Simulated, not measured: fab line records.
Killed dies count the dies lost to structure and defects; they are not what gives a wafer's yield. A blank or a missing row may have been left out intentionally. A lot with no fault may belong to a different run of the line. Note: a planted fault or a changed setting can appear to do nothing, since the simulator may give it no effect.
fab line records    flow n5_finfet    part 2 of 2: steps 16 to 16 of 16
[record] lots = 7  wafers = 19  last_day = 17
route steps=1938 shown BEOL_M3@942 BEOL_M4@1111 PASSIVATION@1936
lots with no fault: from the same line, run without faults
start_h: the number of hours between the record's first day and the start of the first shown wafer of the lot    wait_h: hours from the lot's prior step to this one    " same as the row above    L1.1+2: a single row standing in for several wafers    - value missing, or start not given    * or withheld: withheld    < > ~ a bound
route shown NAME@n: a module of which the file shows steps, and the number in the route of the first    usual: mean/standard deviation of fault-free wafers    same: alike in all rows    chamber/n: place in a boat    sites: the reading at each site    _std_site: the values' standard deviation    _edge_site: inner sites' mean taken away from outer sites' mean    radius_mm: how far each site lies from the wafer's centre    mask NAME#n: copy n    behind: the tool/chamber that last shaped the wafer    hold: cause of the lot's hold/its duration in hours/its outcome    device: the n, p or np transistor that did not switch    end of line: at the end of the route, the tests of the same wafers    a step with no rows: only its recipe    killed: dies that structure and defects cost at the first sort, which is not the same as the wafer's yield    map: shows each die of a wafer: x if killed, . if not, _ if none is there
set.NAME: setting as actually run; set.NAME@STEP: the setting as run at that earlier step    model.NAME: the simulator's own value behind a step, which no gauge read
a table for each step, a row for each wafer; lots at some steps of the route
services: from which hour (start_h, from the record's first day; less than 0 if before it) a tool's chamber was out of use, for how many hours, and why
[[steps]]
[step N5_PASSIVATION_PROBE_49]
[usual] defect_limited_yield = 91.3/1.5  killed_at_M0_to_M3 = 35/8.7  killed_at_M4_up = 14/5.5  killed_at_contacts = 11/5.6  killed_at_front_end = 39/13  killed_at_other = 3.7/2.2  killed_dies = 103/18  killed_on_rim = 14/4.4  killed_open = 69/14  killed_short = 33/7.8  sort_bin_4_leakage = 0.02/0.15  sort_bin_5_function = 5.1/0.99  sort_bin_6_memory = 3.3/0.67  sort_bin_8_speed = 0.02/0.17  sort_n_pass = 1077/18  sort_yield_pct = 91.2/1.5
[same] gross_dies = 1180  killed_at_back_side = 0
lot.wafer  tool       chamber  start_h  wait_h  defect_limited_yield[%]  killed_at_M0_to_M3  killed_at_M4_up  killed_at_contacts  killed_at_front_end  killed_at_other  killed_dies  killed_on_rim  killed_open  killed_short  sort_bin_4_leakage[%]  sort_bin_5_function[%]  sort_bin_6_memory[%]  sort_bin_8_speed[%]  sort_n_pass  sort_yield_pct[%]
L532.1     prober-01  -        294.05   0.0     93.1                     33                  11               10                  23                   4                81           14             51           29            0                      3.7                     2.8                   0.08                 1099         93.1
L532.2     prober-01  -        294.10   0.1     88.0                     45                  6                17                  71                   3                142          15             90           51            0                      7.0                     4.4                   0                    1038         88.0
L532.3     prober-01  -        294.15   0.1     90.4                     28                  16               10                  52                   7                113          14             66           47            0                      5.8                     3.5                   0                    1067         90.4
L535.2     prober-02  -        305.99   0.1     91.2                     41                  21               4                   35                   3                104          14             68           36            0                      4.7                     3.6                   0                    1076         91.2
L535.3     prober-02  -        306.04   0.1     95.2                     33                  5                4                   14                   1                57           4              38           19            0                      3.0                     1.6                   0                    1123         95.2
L535.6     prober-02  -        306.19   0.3     92.7                     38                  10               8                   22                   8                86           6              60           26            0                      3.9                     3.2                   0                    1094         92.7
L539.1     prober-01  -        325.63   0.0     93.6                     20                  7                3                   41                   5                76           8              44           32            0                      4.0                     2.3                   0                    1104         93.6
L539.4     prober-01  -        325.78   0.2     91.9                     27                  16               6                   45                   2                96           12             55           41            0                      4.9                     3.1                   0                    1084         91.9
L539.6     prober-01  -        325.88   0.3     93.3                     15                  9                6                   45                   4                79           10             47           30            0                      4.1                     2.5                   0                    1101         93.3
L541.2     prober-02  -        350.47   0.1     91.4                     54                  9                13                  23                   2                101          18             73           28            0                      5.1                     3.0                   0                    1079         91.4
L541.3     prober-02  -        350.52   0.1     90.4                     49                  22               14                  26                   2                113          16             80           32            0                      5.8                     3.6                   0                    1067         90.4
L543.2     prober-02  -        359.63   0.1     90.8                     30                  19               18                  37                   5                109          9              65           44            0                      6.1                     2.9                   0                    1071         90.8
L543.3     prober-02  -        359.68   0.1     91.0                     36                  12               16                  41                   1                106          14             65           41            0                      4.7                     4.0                   0                    1074         91.0
L545.2     prober-02  -        376.61   0.1     90.0                     30                  22               21                  36                   9                118          16             90           28            0                      5.8                     4.1                   0                    1062         90.0
L545.4     prober-02  -        376.71   0.2     91.5                     37                  12               8                   38                   5                100          17             69           31            0                      5.2                     3.0                   0                    1080         91.5
L545.6     prober-02  -        376.81   0.3     92.8                     18                  8                16                  37                   6                85           10             55           30            1.78                   3.7                     3.4                   0                    1074         91.0
L551.1     prober-01  -        413.40   0.0     90.3                     27                  14               16                  57                   1                115          14             80           34            0                      5.3                     4.2                   0                    1065         90.3
L551.3     prober-01  -        413.50   0.1     91.9                     29                  20               5                   42                   0                96           11             69           24            0                      4.5                     3.2                   0.17                 1082         91.7
L551.4     prober-01  -        413.55   0.2     91.9                     32                  11               11                  42                   0                96           12             71           22            0                      4.5                     3.5                   0                    1084         91.9
// killed by level:class
L532.1 BEOL_M0_SAQP:geometric_particle:short=13 BEOL_M0_SAQP:geometric_particle:open=8 FIN_SAQP:geometric_particle:open=6 STI_FIN_REVEAL:geometric_particle:open=6 MOL_CONTACT_COAG:geometric_particle:open=6 BEOL_M3:geometric_particle:open=5 GATE_CUT:geometric_particle:short=4 MOL_CONTACT_COAG:geometric_particle:short=4
L532.2 BEOL_M0_SAQP:geometric_particle:short=16 FIN_SAQP:geometric_particle:open=13 STI_FIN_REVEAL:geometric_particle:open=13 MOL_CONTACT_COAG:geometric_particle:open=13 FIN_SAQP:geometric_particle:short=12 BEOL_M3:geometric_particle:open=9 BEOL_M0_SAQP:geometric_particle:open=7 STARTING-WAFER:geometric_particle:short=7
L532.3 FIN_SAQP:geometric_particle:short=10 FIN_SAQP:geometric_particle:open=10 BEOL_M0_SAQP:geometric_particle:short=10 GATE_CUT:geometric_particle:short=9 MOL_CONTACT_COAG:geometric_particle:open=9 GATE_CUT:geometric_particle:open=6 BEOL_M0_SAQP:geometric_particle:open=5 BEOL_M3:geometric_particle:open=5
L535.2 STI_FIN_REVEAL:geometric_particle:open=12 BEOL_M4:geometric_particle:open=12 BEOL_M0_SAQP:geometric_particle:short=10 BEOL_M3:geometric_particle:open=10 BEOL_M0_SAQP:geometric_particle:open=7 BEOL_M2:geometric_particle:open=6 STARTING-WAFER:geometric_particle:short=4 STI_FIN_REVEAL:geometric_particle:short=3
L535.3 BEOL_M2:geometric_particle:open=9 BEOL_M0:geometric_particle:open=6 MOL_CONTACT_COAG:geometric_particle:open=4 BEOL_M2:geometric_particle:short=4 BEOL_M3:geometric_particle:open=4 STI_FIN_REVEAL:geometric_particle:open=3 ILD0:geometric_particle:short=3 BEOL_M0_SAQP:geometric_particle:short=3
L535.6 BEOL_M0_SAQP:geometric_particle:open=9 BEOL_M4:geometric_particle:open=7 BEOL_M3:geometric_particle:open=6 MOL_CONTACT_COAG:geometric_particle:open=5 BEOL_M0:geometric_particle:open=5 BEOL_M1:geometric_particle:open=5 FIN_SAQP:geometric_particle:open=4 BEOL_M2:geometric_particle:open=4
L539.1 STI_FIN_REVEAL:geometric_particle:open=10 FIN_SAQP:geometric_particle:short=8 GATE_CUT:geometric_particle:short=5 BEOL_M0_SAQP:geometric_particle:short=5 BEOL_M1:geometric_particle:open=5 BEOL_M4:geometric_particle:open=5 DUMMY_GATE:geometric_particle:open=4 FIN_SAQP:geometric_particle:open=3
L539.4 BEOL_M4:geometric_particle:open=9 STARTING-WAFER:geometric_particle:short=8 FIN_SAQP:geometric_particle:short=7 STI_FIN_REVEAL:geometric_particle:open=7 BEOL_M3:geometric_particle:open=6 FIN_SAQP:geometric_particle:open=5 MOL_CONTACT_COAG:geometric_particle:open=5 BEOL_M1:geometric_particle:open=5
L539.6 FIN_SAQP:geometric_particle:open=13 STI_FIN_REVEAL:geometric_particle:open=7 GATE_CUT:geometric_particle:short=7 MOL_CONTACT_COAG:geometric_particle:open=6 BEOL_M0_SAQP:geometric_particle:short=6 FIN_SAQP:geometric_particle:short=5 GATE_CUT:geometric_particle:open=4 BEOL_M3:geometric_particle:open=3
L541.2 BEOL_M2:geometric_particle:open=15 MOL_CONTACT_COAG:geometric_particle:open=9 BEOL_M0_SAQP:geometric_particle:short=8 BEOL_M1:geometric_particle:open=8 BEOL_M0_SAQP:geometric_particle:open=7 BEOL_M3:geometric_particle:open=7 FIN_SAQP:geometric_particle:open=5 GATE_CUT:geometric_particle:short=5
L541.3 BEOL_M4:geometric_particle:open=11 MOL_CONTACT_COAG:geometric_particle:open=10 FIN_SAQP:geometric_particle:open=9 BEOL_M0:geometric_particle:open=9 BEOL_M0_SAQP:geometric_particle:open=8 BEOL_M0_SAQP:geometric_particle:short=6 BEOL_M2:geometric_particle:open=6 BEOL_M1:geometric_particle:open=6
L543.2 MOL_CONTACT_COAG:geometric_particle:open=13 BEOL_M0_SAQP:geometric_particle:short=11 BEOL_M4:geometric_particle:open=10 FIN_SAQP:geometric_particle:short=9 FIN_SAQP:geometric_particle:open=7 BEOL_M0_SAQP:geometric_particle:open=7 DUMMY_GATE:geometric_particle:open=5 MOL_CONTACT_COAG:geometric_particle:short=5
L543.3 FIN_SAQP:geometric_particle:short=12 MOL_CONTACT_COAG:geometric_particle:open=12 FIN_SAQP:geometric_particle:open=11 BEOL_M0_SAQP:geometric_particle:short=11 BEOL_M0_SAQP:geometric_particle:open=9 BEOL_M3:geometric_particle:open=7 BEOL_M4:geometric_particle:open=6 MOL_CONTACT_COAG:geometric_particle:short=4
L545.2 BEOL_M4:geometric_particle:open=20 MOL_CONTACT_COAG:geometric_particle:open=19 FIN_SAQP:geometric_particle:open=7 BEOL_M0_SAQP:geometric_particle:open=7 BEOL_M1:geometric_particle:open=7 FIN_SAQP:geometric_particle:short=6 DUMMY_GATE:geometric_particle:open=4 BEOL_M2:geometric_particle:open=4
L545.4 STI_FIN_REVEAL:geometric_particle:open=12 BEOL_M0_SAQP:geometric_particle:open=9 BEOL_M0_SAQP:geometric_particle:short=8 MOL_CONTACT_COAG:geometric_particle:open=7 BEOL_M4:geometric_particle:open=7 FIN_SAQP:geometric_particle:open=6 BEOL_M1:geometric_particle:open=5 BEOL_M3:geometric_particle:open=5
L545.6 FIN_SAQP:geometric_particle:short=9 MOL_CONTACT_COAG:geometric_particle:open=9 BEOL_M1:geometric_particle:open=9 FIN_SAQP:geometric_particle:open=8 MOL_CONTACT_COAG:geometric_particle:short=7 STI_FIN_REVEAL:geometric_particle:open=5 BEOL_M4:geometric_particle:open=5 BEOL_M0_SAQP:geometric_particle:open=4
L551.1 FIN_SAQP:geometric_particle:open=26 MOL_CONTACT_COAG:geometric_particle:open=13 FIN_SAQP:geometric_particle:short=9 STI_FIN_REVEAL:geometric_particle:open=7 BEOL_M0_SAQP:geometric_particle:short=7 BEOL_M3:geometric_particle:open=6 BEOL_M4:geometric_particle:open=5 ILD0:geometric_particle:open=4
L551.3 FIN_SAQP:geometric_particle:open=19 BEOL_M3:geometric_particle:open=9 FIN_SAQP:geometric_particle:short=7 BEOL_M0_SAQP:geometric_particle:open=7 BEOL_M4:geometric_particle:open=7 MOL_CONTACT_COAG:geometric_particle:open=5 BEOL_M0_SAQP:geometric_particle:short=5 BEOL_M5:geometric_particle:open=5
L551.4 FIN_SAQP:geometric_particle:open=18 BEOL_M3:geometric_particle:open=14 MOL_CONTACT_COAG:geometric_particle:open=9 STI_FIN_REVEAL:geometric_particle:open=6 FIN_SAQP:geometric_particle:short=5 BEOL_M1:geometric_particle:open=5 BEOL_M3:geometric_particle:short=5 BEOL_M5:geometric_particle:open=4
[[services]]
tool          chamber  start_h  hours  kind
rie_diel-05   3        157.68   15.8   repair
rie_diel-03   0        214.92   -      clean
rie_diel-03   0        214.92   -      consumable_replace:focus_ring
rie_diel-03   0        214.92   18.6   scheduled_down
rie_diel-03   0        214.92   18.6   vent_cycle
rie_diel-05   3        215.50   3.4    repair
rie_diel-05   1        223.62   5.1    repair
rie_diel-01   1        235.70   -      clean
rie_diel-01   1        235.70   -      consumable_replace:focus_ring
rie_diel-01   1        235.70   -      consumable_replace:showerhead
rie_diel-01   1        235.70   14.6   scheduled_down
rie_diel-01   1        235.70   14.6   vent_cycle
rie_metal-01  0        246.93   -      clean
rie_metal-01  0        246.93   16.7   scheduled_down
rie_metal-01  0        246.93   16.7   vent_cycle
rie_diel-01   3        248.54   4.6    repair
rie_metal-02  -        250.83   14.6   pm
